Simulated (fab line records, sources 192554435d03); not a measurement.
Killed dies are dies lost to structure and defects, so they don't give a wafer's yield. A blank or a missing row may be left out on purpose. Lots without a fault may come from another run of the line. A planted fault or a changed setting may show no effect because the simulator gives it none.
Split-lot experiment | flow n5_finfet | 7 lots, 21 wafers read, on a route of 1938 steps

THE SPLIT
At N5_BEOL_M3_ETCH_41 (etches SiCN in CH3F/O2, target depth 29.9 nm, time 52.5 s), the setting target_depth_a was moved away from the recipe's 299 angstrom on 6 of the 21 wafers read, by -9.3% to +4.8%. The other wafers ran this setting at the recipe's value.

The reading is taken at the split's own step.

THE READING
etch.depth_nm (the simulator's own value, which no gauge read), in nm, at N5_BEOL_M3_ETCH_41 (etches SiCN in CH3F/O2, target depth 29.9 nm, time 52.5 s). The file gives no usual value for it. The 15 wafers here that ran the recipe average 19.69 nm, standard deviation 0.16 nm.

wafer  | tool, chamber at the split | target_depth_a as run, angstrom | against the recipe | etch.depth_nm, nm | against lot-mates on the recipe
L075.1 | rie_diel-06, 1             | 299                             | recipe             | 19.46             | -
L075.3 | rie_diel-06, 3             | 313.4                           | +4.8%              | 20.59             | +1.13
L075.4 | rie_diel-06, 2             | 313.4                           | +4.8%              | 20.49             | +1.03
L076.1 | rie_diel-02, 0             | 299                             | recipe             | 19.67             | -
L076.2 | rie_diel-02, 2,1           | 299                             | recipe             | 19.7              | -
L076.6 | rie_diel-02, 2,1           | 299                             | recipe             | 19.7              | -
L081.1 | rie_diel-06, 3             | 299                             | recipe             | 19.7              | -
L081.3 | rie_diel-06, 0             | 299                             | recipe             | 20.08             | -
L081.6 | rie_diel-06, 1             | 299                             | recipe             | 19.71             | -
L083.1 | rie_diel-06, 2             | 299                             | recipe             | 19.56             | -
L083.3 | rie_diel-06, 1             | 299                             | recipe             | 19.7              | -
L083.4 | rie_diel-06, 0             | 299                             | recipe             | 19.84             | -
L086.1 | rie_diel-02, 2             | 271.2                           | -9.3%              | 17.79             | no lot-mate on the recipe
L086.3 | rie_diel-02, 1             | 271.2                           | -9.3%              | 18.26             | no lot-mate on the recipe
L086.5 | rie_diel-02, 0             | 271.2                           | -9.3%              | 18.16             | no lot-mate on the recipe
L096.2 | rie_diel-02, 1             | 299                             | recipe             | 19.73             | -
L096.3 | rie_diel-02, 3             | 299                             | recipe             | 19.95             | -
L096.6 | rie_diel-02, 2             | 299                             | recipe             | 19.66             | -
L095.2 | rie_diel-05, 2             | 299                             | recipe             | 19.5              | -
L095.5 | rie_diel-05, 3             | 299                             | recipe             | 19.46             | -
L095.6 | rie_diel-05, 0             | 286.2                           | -4.3%              | 18.89             | -0.59
Where a row lists several chambers, the file gives one row for several wafers and doesn't say which wafer went through which chamber.

THE FIT
A straight line over all 21 wafers: etch.depth_nm changes by +0.175 nm for each +1% of target_depth_a; r = +0.97; the points scatter about the line by 0.17 nm.
The same after taking each lot's own level away (the mean of its wafers on the recipe; 18 wafers): +0.197 nm for each +1%; r = +0.95; scatter 0.13 nm.
On that fit, the largest move of target_depth_a shifts the reading by 1.8 nm.
The lots' own levels span 19.460 to 19.830 nm, that is 2.3 times the standard deviation above.
So the lot-to-lot level changes the slope: the two fits differ.
Check: with one of the wafers moved furthest among these (+4.8%) left out of the fit, the line predicts +0.887 nm for it against its lot-mates. It came out at +1.13 nm against them.

OTHER SPLITS ON THESE WAFERS
These wafers also went through other splits before the reading. Each is held against what the fit with the lots' levels taken away leaves over:
other split on the same wafers   | wafers away from the commonest value | r with etch.depth_nm (lot level and that fit taken away)
N5_BEOL_M3_ETCH_64 time_s        | 7                                    | -0.17
N5_BEOL_M3_COAT_67 spin_rpm      | 6                                    | +0.15
N5_BEOL_M3_TRENCH_ETCH_37 time_s | 9                                    | +0.12

THE FILE'S OWN FIT
etch.depth_nm changes by +0.185 nm for each +1% of target_depth_a, r = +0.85.
